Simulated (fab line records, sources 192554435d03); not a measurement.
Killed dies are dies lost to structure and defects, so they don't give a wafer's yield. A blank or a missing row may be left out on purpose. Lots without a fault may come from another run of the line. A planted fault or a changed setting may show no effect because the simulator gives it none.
fab line records | flow n5_finfet
record lots=5 wafers=15 last_day=19
route steps=1938 shown GATE_CUT@490 BEOL_M4@1111 PASSIVATION@1936
lots that met no fault: from a run of the same line without faults
start_h: hours from the record's first day to the start of the lot's first wafer shown | wait_h: hours since the lot's step before | " the same as in the row above | L1.1+2: a row that stands for several wafers | - no value, or no start given | * or withheld: withheld | < > ~ a bound
route shown NAME@n: a module of which the file shows steps, and the number in the route of the first | usual: mean/standard deviation of fault-free wafers | same: alike in all rows | chamber/n: place in a boat | sites: the reading at each site | _std_site: their standard deviation | _edge_site: outer sites' mean less inner sites' | radius_mm: how far each site lies from the wafer's centre | mask NAME#n: copy n | behind: the tool/chamber that last shaped the wafer | hold: why the lot was held/for how many hours/how that ended | device: the transistor (n, p or np) that didn't switch | end of line: the same wafers' tests at the end of the route | a step without rows: its recipe alone | killed: dies lost to structure and defects at the first sort, not the wafer's yield | map: a wafer's dies, x killed, . not, _ none there
set.NAME: the setting as run; set.NAME@STEP: as run at that earlier step | model.NAME: the simulator's own value behind a step, which no gauge read
lots at some steps of the route; a table a step, a row a wafer
services: from which hour (start_h, from the record's first day; less than 0 if before it) a tool's chamber was out of use, for how many hours, and why
## steps
# step N5_GATE_CUT_DESCUM_18
# recipe chemistry=O2 time_s=7 source_power_w=50 bias_power_w=20 pressure_mtorr=20 rf_frequency_hz=2.712e+07 temp_c=40 resist=CAR-EUV o2_flow_sccm=225
# step N5_GATE_CUT_ETCH_28
# recipe chemistry=N2/H2 target=underlayer target_depth_a=130 mask_material=CAR-EUV time_s=10.4 ion_energy_ev=200 pressure_mtorr=30 source_w=840 bias_w=150 n2_flow_sccm=200 h2_flow_sccm=200 ends=cleared
# step N5_GATE_CUT_ETCH_36
# recipe chemistry=CF4 target=SiARC target_depth_a=130 mask_material=CAR-EUV time_s=21.7 ion_energy_ev=80 pressure_mtorr=40 source_w=545 bias_w=36 Ar_flow_sccm=100 cf4_flow_sccm=100 ends=cleared
# step N5_GATE_CUT_ETCH_37
# recipe chemistry=N2/H2 target=SOC target_depth_a=600 overetch_a=120 mask_material=SiARC temp_c=40 time_s=90 ion_energy_ev=200 pressure_mtorr=30 source_w=840 bias_w=150 n2_flow_sccm=200 h2_flow_sccm=200
# step N5_GATE_CUT_STRIP_38
# recipe chemistry=N2/H2 temp_c=40 n2_flow_sccm=200 h2_flow_sccm=200 rf_frequency_hz=6e+07
# step N5_GATE_CUT_STRIP_39
# recipe chemistry=N2/H2 temp_c=40 n2_flow_sccm=200 h2_flow_sccm=200 rf_frequency_hz=6e+07
# step N5_GATE_CUT_HM_OPEN_40
# recipe chemistry=C4F6/O2 target=SiO2 mask_material=SiARC target_depth_a=1390 time_s=85.1 ion_energy_ev=250 pressure_mtorr=30 source_w=345 bias_w=185 Ar_flow_sccm=300 C4F6_flow_sccm=10 O2_flow_sccm=10 ends=cleared
# step N5_GATE_CUT_STRIP_41
# recipe chemistry=CF4 resist=SiARC power_w=300 bias_power_w=75 pressure_mtorr=50 cf4_flow_sccm=150 rf_frequency_hz=6e+07
# step N5_GATE_CUT_STRIP_42
# recipe chemistry=O2 power_w=400 temp_c=40 pressure_mtorr=30 rf_frequency_hz=6e+07 bias_power_w=0 overash_fraction=0.3 o2_flow_sccm=225
# step N5_GATE_CUT_ETCH_19
# recipe chemistry=CH3F/O2 target=SiNx mask_material=SiO2 target_depth_a=537 time_s=76.7 pressure_mtorr=30 source_w=395 bias_w=73 Ar_flow_sccm=150 CH3F_flow_sccm=30 O2_flow_sccm=20 ion_energy_ev=120 ends=cleared
# usual CH3F_flow_sccm=30.00/0.095 O2_flow_sccm=20.00/0.063 drypump_motor_current_A=5.6/0.46 etch_rf_on_time_s=77.2/1.6 oes_f_703_au=0.78/0.11 oes_product_au=0.66/0.089 rf_vpp_V=297/8 showerhead_plenum_p_Torr=2.00/0.07 throttle_valve_pct=16.4/0.31
# columns lot.wafer tool chamber start_h wait_h CH3F_flow_sccm O2_flow_sccm drypump_motor_current_A etch_rf_on_time_s oes_f_703_au oes_product_au rf_hours_counter_h rf_vpp_V showerhead_plenum_p_Torr throttle_valve_pct model.SiO2_of_GATE_CUT_HM_DEP_46.thk_nm
L348.1 rie_diel-05 0 165.16 0.0 30.13 20.00 6.5 78.7 0.71 0.61 187 310 2.10 16.8 123.6
L348.2 " 3 " " 30.04 20.14 5.2 75.2 0.70 0.59 234 293 1.95 16.6 125
L348.3 " 2 " " 29.99 19.94 5.7 76.1 0.97 0.81 13 290 1.95 15.9 123.2
L350.1 rie_diel-05 3 174.69 0.0 - - - - - - - - - - 131.6
L350.4 " 2 " " - - - - - - - - - - 131.2
L350.5 " 3 " " - - - - - - - - - - 131
L351.1 rie_diel-05 2 179.70 0.0 - - - - - - - - - - 125.6
L351.2 " 1 " " - - - - - - - - - - 128
L351.5 " 2 " " - - - - - - - - - - 129.2
L352.2 rie_diel-05 0 183.15 0.0 - - - - - - - - - - 129.4
L352.3 " 3 " " - - - - - - - - - - 128.6
L352.5 " 2 " " - - - - - - - - - - 132
L358.1 rie_diel-05 1 219.38 0.0 29.96 20.02 5.6 80.0 0.66 0.58 221 295 1.95 16.3 121
L358.2 " 3 " " 30.09 20.06 5.3 75.7 0.69 0.59 249 294 1.94 16.6 120
L358.6 " 1 " " 30.02 20.09 5.6 79.3 0.65 0.58 - 297 1.95 16.3 124.2
# step N5_GATE_CUT_CUT_ETCH_53
# recipe chemistry=SF6/Cl2 target=W mask_material=SiO2 target_depth_a=792 pressure_mtorr=8 icp_w=900 bias_w=80 SF6_flow_sccm=40 Cl2_flow_sccm=60 ends=cleared
# usual SF6_flow_sccm=39.99/0.11 bias_w=80.06/0.24 drypump_motor_current_A=5.5/0.38 etch_rf_on_time_s=26.2/0.55 mfc_cl2_sccm=60.00/0.16 oes_product_au=0.71/0.13 throttle_valve_pct=28.8/0.34
# columns lot.wafer tool chamber start_h wait_h SF6_flow_sccm bias_w drypump_motor_current_A etch_rf_on_time_s mfc_cl2_sccm oes_product_au rf_hours_counter_h throttle_valve_pct
L348.1 rie_metal-01 0 165.27 0.1 39.86 79.94 5.0 26.7 60.10 0.52 147 29.3
L348.2 " 0 " " 39.88 80.07 5.0 26.4 59.93 0.52 - 29.3
L348.3 " 0 " " 40.08 79.84 5.0 26.1 60.05 0.53 - 29.3
L350.1 rie_metal-03 0 174.80 0.1 39.86 79.84 5.7 34.3 59.93 0.33 10 27.3
L350.4 " 1 " " 39.93 79.90 5.7 34.3 59.68 0.29 - 27.5
L350.5 " 0 " " 39.80 79.87 5.6 34.3 59.81 0.34 - 27.3
L351.1 rie_metal-01 0 179.81 0.1 40.09 79.51 5.0 34.3 60.11 0.22 150 27.9
L351.2 " 0 " " 40.11 80.15 5.0 34.3 60.23 0.21 - 27.9
L351.5 " 0 " " 39.97 79.87 5.0 34.3 60.04 0.22 - 27.9
L352.2 rie_metal-01 0 183.27 0.1 40.03 80.08 5.0 34.3 59.92 0.22 - 27.9
L352.3 " 0 " " 40.14 79.97 5.0 34.3 59.97 0.22 - 27.9
L352.5 " 0 " " 40.02 80.26 5.0 34.3 60.29 0.22 - 27.9
L358.1 rie_metal-01 0 219.49 0.1 40.04 80.11 5.0 26.2 60.02 0.52 156 29.3
L358.2 " 0 " " 40.07 80.65 5.0 26.2 60.11 0.52 - 29.4
L358.6 " 0 " " 39.93 80.21 5.1 26.0 60.06 0.52 - 29.3
# step N5_GATE_CUT_CUT_ETCH_54
# recipe chemistry=Cl2/BCl3 target=TiN mask_material=SiO2 target_depth_a=967 pressure_mtorr=10 icp_w=1000 bias_w=126 Cl2_flow_sccm=53.25 bcl3_flow_sccm=21.75 Ar_flow_sccm=25 ends=cleared
# usual bcl3_flow_sccm=21.75/0.076 bias_w=126.0/0.39 drypump_motor_current_A=5.5/0.37 etch_rf_on_time_s=36.6/0.74 mfc_cl2_sccm=53.27/0.15 oes_product_au=0.71/0.13 throttle_valve_pct=22.18/0.25
# columns lot.wafer tool chamber start_h wait_h bcl3_flow_sccm bias_w drypump_motor_current_A etch_rf_on_time_s mfc_cl2_sccm oes_product_au rf_hours_counter_h throttle_valve_pct
L348.1 rie_metal-01 0 165.39 0.1 21.80 126.9 5.0 36.8 52.97 0.52 147 22.56
L348.2 " 0 " " 21.75 127.0 5.0 36.7 52.94 0.53 - 22.56
L348.3 " 0 " " 21.78 127.1 5.0 36.6 53.14 0.53 - 22.56
L350.1 rie_metal-03 0 174.86 0.0 21.78 126.3 5.6 47.9 53.22 0.35 10 22.54
L350.4 " 1 " " 21.77 125.9 5.7 47.9 53.24 0.28 - 22.64
L350.5 " 0 " " 21.75 126.6 5.6 47.9 53.16 0.34 - 22.53
L351.1 rie_metal-01 0 179.93 0.1 21.63 126.4 5.0 47.9 53.24 0.21 150 23.08
L351.2 " 0 " " 21.82 126.1 5.0 47.9 53.26 0.22 - 23.09
L351.5 " 0 " " 21.74 125.7 5.0 47.9 53.21 0.22 - 23.09
L352.2 rie_metal-01 0 183.39 0.1 21.82 126.1 5.0 47.9 53.15 0.22 - 23.09
L352.3 " 0 " " 21.85 126.7 5.0 47.9 53.20 0.22 - 23.09
L352.5 " 0 " " 21.92 126.6 5.0 47.9 53.18 0.22 - 23.09
L358.1 rie_metal-01 0 219.61 0.1 21.79 125.9 5.0 36.5 53.65 0.52 156 22.58
L358.2 " 0 " " 21.81 125.1 5.0 36.5 53.41 0.52 - 22.56
L358.6 " 0 " " 21.82 125.9 5.0 36.6 53.49 0.52 - 22.58
# step N5_GATE_CUT_ETCH_47
# recipe chemistry=Cl2/BCl3 target=SiO2 target_depth_a=100 pressure_mtorr=10 icp_w=1000 bias_w=126 Cl2_flow_sccm=53.25 bcl3_flow_sccm=21.75 Ar_flow_sccm=25
# step N5_GATE_CUT_VAPOR_ETCH_48
# recipe chemistry=BCl3/Cl2 target=TiN mode=isotropic
# step N5_GATE_CUT_VAPOR_ETCH_49
# recipe chemistry=BCl3/Cl2 target=TiAlC mode=isotropic
# step N5_GATE_CUT_VAPOR_ETCH_51
# recipe chemistry=BCl3/Cl2 target=HfO2 mode=isotropic
# step N5_GATE_CUT_STRIP_21
# recipe chemistry=N2/H2 time_s=30 power_w=1000 temp_c=250 pressure_mtorr=withheld n2_flow_sccm=1750 h2_flow_sccm=3250
# step N5_GATE_CUT_STRIP_29
# recipe chemistry=post_etch_residue_remover time_s=60 temp_c=25 remover_ph=withheld remover_water_wt_pct=withheld remover_fluoride_wt_pct=withheld
# step N5_GATE_CUT_SRD_52
# recipe dry=ipa_marangoni time_s=30 temp_c=23 rinse_liquid=diw
# step N5_GATE_CUT_ALD_22
# recipe material=SiNx target_thk_a=160 temp_c=400 ald_precursor_family=SiH2I2 ald_co_reactant=N2/H2-plasma pulse_time_s=1 ald_cycles=320 purge_time_s=2 co_reactant_purge_time_s=2 pressure_torr=2
# step N5_GATE_CUT_CMP_23
# recipe stop_on=SiO2 t_overpolish_s=23.4 post_cmp_clean=alkaline_brush down_force_psi=2.5 platen_rpm=51.8 pad_velocity_m_s=1.0307 target_thk_nm=16
# usual motor_current_A=9.2/0.87 slurry_filter_dp_kPa=13.51/0.13
# columns lot.wafer tool chamber start_h wait_h motor_current_A slurry_filter_dp_kPa model.SiO2_of_GATE_CUT_HM_DEP_46.thk_nm
L348.3 cmp-03 0 167.57 0.8 8.1 13.50 102.2
L348.1 " 1 " " 11.1 13.63 102.4
L348.2 " 3 " " 8.5 13.45 104
L350.1 cmp-01 1 176.73 0.8 9.4 13.45 110
L350.4 " 3 " " 8.9 13.55 110
L350.5 " 2 " " 9.3 13.23 109.4
L351.1 cmp-03 3 182.44 0.8 8.6 13.33 104.4
L351.2 " 1 " " 10.3 13.30 106.8
L351.5 " 0 " " 7.8 13.31 108
L352.3 cmp-01 2 185.53 0.8 9.8 13.52 107.4
L352.2 " 3 " " 9.2 13.43 108.2
L352.5 " 0 " " 8.6 13.60 110.8
L358.2 cmp-01 3 221.84 0.8 9.0 13.75 99
L358.1 " 0 " " 8.9 13.39 99.8
L358.6 " 3 " " 8.9 13.43 103
# step N5_BEOL_M4_RC_MEAS_101
# usual DIBL_N=36.6/2.1 DIBL_P=36.5/2.7 IOFF_N=0.17/0.043 IOFF_P=0.22/0.045 ION_N=674/17 ION_P=461/9.9 SS_N=71.7/0.79 SS_P=73.4/0.79 VT_N=249/4 VT_P=-250/3.3
# columns lot.wafer tool chamber start_h wait_h DIBL_N[mV/V] DIBL_P[mV/V] IOFF_N[nA/um] IOFF_P[nA/um] ION_N[uA/um] ION_P[uA/um] SS_N[mV/dec] SS_P[mV/dec] VT_N[mV] VT_P[mV]
L348.1 prober-01 0 249.78 0.0 36.8 36.6 0.16 0.21 674 461 71.8 73.7 249 -249
L348.2 " 0 " " 36.9 36.6 0.18 0.22 684 473 71.9 73.2 247 -250
L348.3 " 0 " " 35.1 34.1 0.14 0.18 685 470 71.8 72.6 252 -248
L358.1 prober-02 0 340.49 0.0 35.9 32.9 0.12 0.15 661 450 71.2 72.7 254 -257
L358.2 " 0 " " 36.8 34.8 0.13 0.16 659 450 71.7 73.7 255 -255
L358.6 " 0 " " 37.4 35.9 0.16 0.19 685 461 72.0 73.0 251 -252
# step N5_PASSIVATION_PROBE_49
# usual killed_at_M0_to_M3=33/11 killed_at_M4_up=13/5.2 killed_at_contacts=11/5.7 killed_at_front_end=39/11 killed_at_other=4/3 killed_dies=101/20 killed_on_rim=13/4.1 killed_open=66/15 killed_short=33/8.4
# same gross_dies=1180 killed_at_back_side=0
# columns lot.wafer tool chamber start_h wait_h killed_at_M0_to_M3 killed_at_M4_up killed_at_contacts killed_at_front_end killed_at_other killed_dies killed_on_rim killed_open killed_short
L350.1 prober-01 - 354.10 0.0 52 10 17 1097 4 1180 152 95 38
L350.4 prober-01 - 354.25 0.2 48 11 13 1107 1 1180 152 64 34
L350.5 prober-01 - 354.30 0.2 40 13 6 1118 3 1180 152 68 33
L351.1 prober-01 - 372.54 0.0 27 7 12 1131 3 1180 152 53 25
L351.2 prober-01 - 372.59 0.1 54 10 2 1113 1 1180 152 60 39
L351.5 prober-01 - 372.74 0.2 68 18 11 1075 8 1180 152 98 56
L352.2 prober-02 - 385.98 0.1 13 16 14 1131 6 1180 152 53 37
L352.3 prober-02 - 386.03 0.1 26 15 8 1124 7 1180 152 55 39
L352.5 prober-02 - 386.13 0.2 27 12 16 1117 8 1180 152 77 25
L358.1 prober-02 - 447.81 0.0 24 15 11 39 6 95 14 56 34
L358.6 prober-02 - 448.06 0.3 21 16 3 40 15 95 12 61 32
# killed by level:class
L350.1 GATE_CUT:area_etch=1047 BEOL_M0_SAQP:geometric_particle:open=15 STI_FIN_REVEAL:geometric_particle:open=14 MOL_CONTACT_COAG:geometric_particle:open=13 FIN_SAQP:geometric_particle:short=9 BEOL_M2:geometric_particle:open=9 BEOL_M3:geometric_particle:open=9 GATE_CUT:geometric_particle:open=7
L350.4 GATE_CUT:area_etch=1081 MOL_CONTACT_COAG:geometric_particle:open=13 BEOL_M0_SAQP:geometric_particle:short=12 BEOL_M0_SAQP:geometric_particle:open=9 BEOL_M3:geometric_particle:open=8 BEOL_M4:geometric_particle:open=7 BEOL_M1:geometric_particle:open=6 BEOL_M2:geometric_particle:open=5
L350.5 GATE_CUT:area_etch=1079 BEOL_M3:geometric_particle:open=13 FIN_SAQP:geometric_particle:open=8 GATE_CUT:geometric_particle:open=6 MOL_CONTACT_COAG:geometric_particle:open=6 BEOL_M0_SAQP:geometric_particle:open=6 BEOL_M4:geometric_particle:open=6 BEOL_M2:geometric_particle:short=5
L351.1 GATE_CUT:area_etch=1102 MOL_CONTACT_COAG:geometric_particle:open=10 BEOL_M0_SAQP:geometric_particle:open=7 FIN_SAQP:geometric_particle:open=6 BEOL_M0_SAQP:geometric_particle:short=6 BEOL_M4:geometric_particle:open=6 STI_FIN_REVEAL:geometric_particle:open=4 BEOL_M3:geometric_particle:open=4
L351.2 GATE_CUT:area_etch=1081 BEOL_M0_SAQP:geometric_particle:short=21 BEOL_M0_SAQP:geometric_particle:open=14 BEOL_M3:geometric_particle:open=9 BEOL_M2:geometric_particle:open=7 BEOL_M4:geometric_particle:open=7 FIN_SAQP:geometric_particle:short=6 FIN_SAQP:geometric_particle:open=6
L351.5 GATE_CUT:area_etch=1026 BEOL_M0_SAQP:geometric_particle:short=28 BEOL_M0_SAQP:geometric_particle:open=27 BEOL_M4:geometric_particle:open=14 MOL_CONTACT_COAG:geometric_particle:open=10 FIN_SAQP:geometric_particle:open=9 FIN_SAQP:geometric_particle:short=9 STI_FIN_REVEAL:geometric_particle:open=7
L352.2 GATE_CUT:area_etch=1090 FIN_SAQP:geometric_particle:short=12 STI_FIN_REVEAL:geometric_particle:open=12 MOL_CONTACT_COAG:geometric_particle:open=10 FIN_SAQP:geometric_particle:open=5 BEOL_M5:geometric_particle:open=5 BEOL_M4:geometric_particle:short=4 GATE_CUT:geometric_particle:short=4
L352.3 GATE_CUT:area_etch=1085 FIN_SAQP:geometric_particle:short=15 FIN_SAQP:geometric_particle:open=9 BEOL_M0_SAQP:geometric_particle:short=9 BEOL_M0_SAQP:geometric_particle:open=6 MOL_CONTACT_COAG:geometric_particle:open=5 BEOL_M5:geometric_particle:open=5 BEOL_M3:geometric_particle:open=4
L352.5 GATE_CUT:area_etch=1078 MOL_CONTACT_COAG:geometric_particle:open=16 FIN_SAQP:geometric_particle:open=9 STI_FIN_REVEAL:geometric_particle:open=7 BEOL_M3:geometric_particle:open=6 BEOL_M4:geometric_particle:open=6 FIN_SAQP:geometric_particle:short=5 BEOL_M0_SAQP:geometric_particle:open=5
L358.1 FIN_SAQP:geometric_particle:open=10 MOL_CONTACT_COAG:geometric_particle:open=10 FIN_SAQP:geometric_particle:short=9 STI_FIN_REVEAL:geometric_particle:open=7 BEOL_M3:geometric_particle:short=5 BEOL_M4:geometric_particle:open=5 BEOL_M2:geometric_particle:open=4 BEOL_M3:geometric_particle:open=4
L358.6 FIN_SAQP:geometric_particle:open=11 STI_FIN_REVEAL:geometric_particle:open=8 GATE_CUT:geometric_particle:short=6 BEOL_M3:geometric_particle:open=6 BEOL_M4:geometric_particle:open=5 FIN_SAQP:geometric_particle:short=4 BEOL_M2:geometric_particle:open=4 PASS1_CAP:geometric_particle:open=4
# map L350.1 (x killed, . not)
_________________xxxxxxxxxxxx________________
______________xxxxxxxxxxxxxxxxxx_____________
___________xxxxxxxxxxxxxxxxxxxxxxxx__________
__________xxxxxxxxxxxxxxxxxxxxxxxxxx_________
________xxxxxxxxxxxxxxxxxxxxxxxxxxxxxx_______
_______xxxxxxxxxxxxxxxxxxxxxxxxxxxxxxxx______
______xxxxxxxxxxxxxxxxxxxxxxxxxxxxxxxxxx_____
_____xxxxxxxxxxxxxxxxxxxxxxxxxxxxxxxxxxxx____
____xxxxxxxxxxxxxxxxxxxxxxxxxxxxxxxxxxxxxx___
___xxxxxxxxxxxxxxxxxxxxxxxxxxxxxxxxxxxxxxxx__
___xxxxxxxxxxxxxxxxxxxxxxxxxxxxxxxxxxxxxxxx__
__xxxxxxxxxxxxxxxxxxxxxxxxxxxxxxxxxxxxxxxxxx_
__xxxxxxxxxxxxxxxxxxxxxxxxxxxxxxxxxxxxxxxxxx_
_xxxxxxxxxxxxxxxxxxxxxxxxxxxxxxxxxxxxxxxxxxxx
_xxxxxxxxxxxxxxxxxxxxxxxxxxxxxxxxxxxxxxxxxxxx
_xxxxxxxxxxxxxxxxxxxxxxxxxxxxxxxxxxxxxxxxxxxx
_xxxxxxxxxxxxxxxxxxxxxxxxxxxxxxxxxxxxxxxxxxxx
_xxxxxxxxxxxxxxxxxxxxxxxxxxxxxxxxxxxxxxxxxxxx
_xxxxxxxxxxxxxxxxxxxxxxxxxxxxxxxxxxxxxxxxxxxx
_xxxxxxxxxxxxxxxxxxxxxxxxxxxxxxxxxxxxxxxxxxxx
_xxxxxxxxxxxxxxxxxxxxxxxxxxxxxxxxxxxxxxxxxxxx
__xxxxxxxxxxxxxxxxxxxxxxxxxxxxxxxxxxxxxxxxxx_
__xxxxxxxxxxxxxxxxxxxxxxxxxxxxxxxxxxxxxxxxxx_
___xxxxxxxxxxxxxxxxxxxxxxxxxxxxxxxxxxxxxxxx__
___xxxxxxxxxxxxxxxxxxxxxxxxxxxxxxxxxxxxxxxx__
____xxxxxxxxxxxxxxxxxxxxxxxxxxxxxxxxxxxxxx___
_____xxxxxxxxxxxxxxxxxxxxxxxxxxxxxxxxxxxx____
______xxxxxxxxxxxxxxxxxxxxxxxxxxxxxxxxxx_____
_______xxxxxxxxxxxxxxxxxxxxxxxxxxxxxxxx______
________xxxxxxxxxxxxxxxxxxxxxxxxxxxxxx_______
__________xxxxxxxxxxxxxxxxxxxxxxxxxx_________
___________xxxxxxxxxxxxxxxxxxxxxxxx__________
______________xxxxxxxxxxxxxxxxxx_____________
_________________xxxxxxxxxxxx________________
# map L351.1 (x killed, . not)
_________________xxxxxxxxxxxx________________
______________xxxxxxxxxxxxxxxxxx_____________
___________xxxxxxxxxxxxxxxxxxxxxxxx__________
__________xxxxxxxxxxxxxxxxxxxxxxxxxx_________
________xxxxxxxxxxxxxxxxxxxxxxxxxxxxxx_______
_______xxxxxxxxxxxxxxxxxxxxxxxxxxxxxxxx______
______xxxxxxxxxxxxxxxxxxxxxxxxxxxxxxxxxx_____
_____xxxxxxxxxxxxxxxxxxxxxxxxxxxxxxxxxxxx____
____xxxxxxxxxxxxxxxxxxxxxxxxxxxxxxxxxxxxxx___
___xxxxxxxxxxxxxxxxxxxxxxxxxxxxxxxxxxxxxxxx__
___xxxxxxxxxxxxxxxxxxxxxxxxxxxxxxxxxxxxxxxx__
__xxxxxxxxxxxxxxxxxxxxxxxxxxxxxxxxxxxxxxxxxx_
__xxxxxxxxxxxxxxxxxxxxxxxxxxxxxxxxxxxxxxxxxx_
_xxxxxxxxxxxxxxxxxxxxxxxxxxxxxxxxxxxxxxxxxxxx
_xxxxxxxxxxxxxxxxxxxxxxxxxxxxxxxxxxxxxxxxxxxx
_xxxxxxxxxxxxxxxxxxxxxxxxxxxxxxxxxxxxxxxxxxxx
_xxxxxxxxxxxxxxxxxxxxxxxxxxxxxxxxxxxxxxxxxxxx
_xxxxxxxxxxxxxxxxxxxxxxxxxxxxxxxxxxxxxxxxxxxx
_xxxxxxxxxxxxxxxxxxxxxxxxxxxxxxxxxxxxxxxxxxxx
_xxxxxxxxxxxxxxxxxxxxxxxxxxxxxxxxxxxxxxxxxxxx
_xxxxxxxxxxxxxxxxxxxxxxxxxxxxxxxxxxxxxxxxxxxx
__xxxxxxxxxxxxxxxxxxxxxxxxxxxxxxxxxxxxxxxxxx_
__xxxxxxxxxxxxxxxxxxxxxxxxxxxxxxxxxxxxxxxxxx_
___xxxxxxxxxxxxxxxxxxxxxxxxxxxxxxxxxxxxxxxx__
___xxxxxxxxxxxxxxxxxxxxxxxxxxxxxxxxxxxxxxxx__
____xxxxxxxxxxxxxxxxxxxxxxxxxxxxxxxxxxxxxx___
_____xxxxxxxxxxxxxxxxxxxxxxxxxxxxxxxxxxxx____
______xxxxxxxxxxxxxxxxxxxxxxxxxxxxxxxxxx_____
_______xxxxxxxxxxxxxxxxxxxxxxxxxxxxxxxx______
________xxxxxxxxxxxxxxxxxxxxxxxxxxxxxx_______
__________xxxxxxxxxxxxxxxxxxxxxxxxxx_________
___________xxxxxxxxxxxxxxxxxxxxxxxx__________
______________xxxxxxxxxxxxxxxxxx_____________
_________________xxxxxxxxxxxx________________
## services
# columns tool chamber start_h hours kind
rie_metal-01 1 144.96 112.8 repair
cmp-01 - 162.61 1.0 repair
rie_metal-03 1 165.66 1.4 repair
cmp-01 - 173.77 0.7 repair
cmp-01 - 177.34 6.2 pm
rie_metal-01 - 188.23 0.6 repair
cmp-01 - 198.41 2.6 repair
## key
first_sign step=N5_GATE_CUT_ETCH_19 reading=tool_record direction=missing
effect step=N5_GATE_CUT_CUT_ETCH_53 reading=etch_rf_on_time_s direction=up sigmas=15 usual=* struck=*
effect step=N5_GATE_CUT_CUT_ETCH_54 reading=etch_rf_on_time_s direction=up sigmas=15 usual=* struck=*
effect step=N5_PASSIVATION_PROBE_49 reading=killed_at_front_end direction=up sigmas=96 usual=39 struck=1113
model_effect step=N5_GATE_CUT_ETCH_19 value=SiO2_of_GATE_CUT_HM_DEP_46.thk_nm without=125.2 struck=129.6
model_effect step=N5_GATE_CUT_CMP_23 value=SiO2_of_GATE_CUT_HM_DEP_46.thk_nm without=103.9 struck=108.3
more_kills_born_at N5_GATE_CUT_ETCH_19@rie_diel-05=9668
met_at N5_GATE_CUT_ETCH_19
struck_wafers L350.1,L350.4,L350.5,L351.1,L351.2,L351.5,L352.2,L352.3,L352.5
later_rows_left_out L350.1,L350.4,L350.5,L351.1,L351.2,L351.5,L352.2,L352.3,L352.5
tester_left_out L350,L351,L352
onset_between 165.16 174.69
fault kind=skipped_step_whole tool=rie_diel-05 chamber=- onset_h=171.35 steps=N5_GATE_CUT_ETCH_19 scope=struck_lots_only
# tester_left_out: of these lots the tester's yield and bins aren't shown, on N5 and GAA mostly nor the transistor test; their killed dies are dies lost to structure and defects alone, not to doping, threshold or leakage, so they don't give the yield
# later_rows_left_out: the simulator's readings of these wafers behind a module that went badly wrong aren't trusted and aren't shown, but for the sort
